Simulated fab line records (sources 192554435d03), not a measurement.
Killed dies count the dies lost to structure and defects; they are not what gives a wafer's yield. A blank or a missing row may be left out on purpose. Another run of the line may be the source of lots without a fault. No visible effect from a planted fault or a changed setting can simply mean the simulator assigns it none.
Matching of chambers | flow n5-finfet | N5_SD_EPI_N_ETCH_35 on rie-diel-02 has 4 sister chambers
The step etches SOC in N2/H2, overetch 108 nm, time 486 s. 14 wafers are shown with their chamber, then 7 later ones without.

WAFERS, EACH WITH ITS CHAMBER
wafer  | chamber | throttle-valve-pct (%) | showerhead-plenum-p-Torr (Torr) | drypump-motor-current-A (A)
L330.2 | 0       | 23.43                  | 2.52                            | 5.5
L330.3 | 1       | 24.18                  | 2.63                            | 5.9
L330.6 | 3       | 24.10                  | 2.52                            | 5.6
L332.2 | 1       | 24.18                  | 2.63                            | 5.9
L332.3 | 2       | 23.66                  | 2.53                            | 5.4
L332.6 | 2       | 23.65                  | 2.53                            | 5.4
L333.1 | 2       | 23.64                  | 2.53                            | 5.4
L333.3 | 3       | 24.09                  | 2.52                            | 5.6
L333.6 | 1       | 24.18                  | 2.63                            | 5.9
L336.2 | 3       | 24.12                  | 2.52                            | 5.6
L336.3 | 2       | 23.66                  | 2.52                            | 5.4
L336.6 | 0       | 23.44                  | 2.51                            | 5.6
L337.1 | 2       | 23.68                  | 2.52                            | 5.4
L337.2 | 1       | 24.22                  | 2.63                            | 5.9

SIGNATURES (averages over the wafers above)
reading                  | chamber 0 | chamber 1 | chamber 2 | chamber 3 | scatter within a chamber
throttle-valve-pct       | 23.4350   | 24.1900   | 23.6580   | 24.1033   | 0.0161
showerhead-plenum-p-Torr | 2.5150    | 2.6300    | 2.5260    | 2.5200    | 0.00412
drypump-motor-current-A  | 5.550     | 5.900     | 5.400     | 5.600     | 0.0224
Rule: a wafer lies at a distance from a chamber equal to the root of the sum of squares, over the readings, of (its reading less the chamber's mean, divided by the reading's scatter). If the next closest chamber is less than 2 further off than the closest, the wafer can't be placed; otherwise it belongs to the closest. The scatter: take each reading less its chamber's mean, square it, sum over the shown wafers, divide by the number of wafers less the number of chambers, and take the root.

WAFERS MISSING THEIR CHAMBER
wafer  | throttle-valve-pct (%) | showerhead-plenum-p-Torr (Torr) | drypump-motor-current-A (A)
L337.3 | 23.43                  | 2.51                            | 5.6
L338.3 | 23.44                  | 2.51                            | 5.5
L338.5 | 24.20                  | 2.63                            | 5.8
L338.6 | 23.43                  | 2.51                            | 5.6
L339.3 | 24.12                  | 2.51                            | 5.6
L339.4 | 23.46                  | 2.51                            | 5.6
L339.5 | 24.20                  | 2.62                            | 5.9

CHAMBER TAKEN BY EACH
wafer  | from the rows above | in truth
L337.3 | 0                   | 0
L338.3 | 0                   | 0
L338.5 | 1                   | 1
L338.6 | 0                   | 0
L339.3 | 3                   | 3
L339.4 | 0                   | 0
L339.5 | 1                   | 1
7 of 7 placed correctly. Can't be placed from these rows: 0. Number placed wrongly: 0.
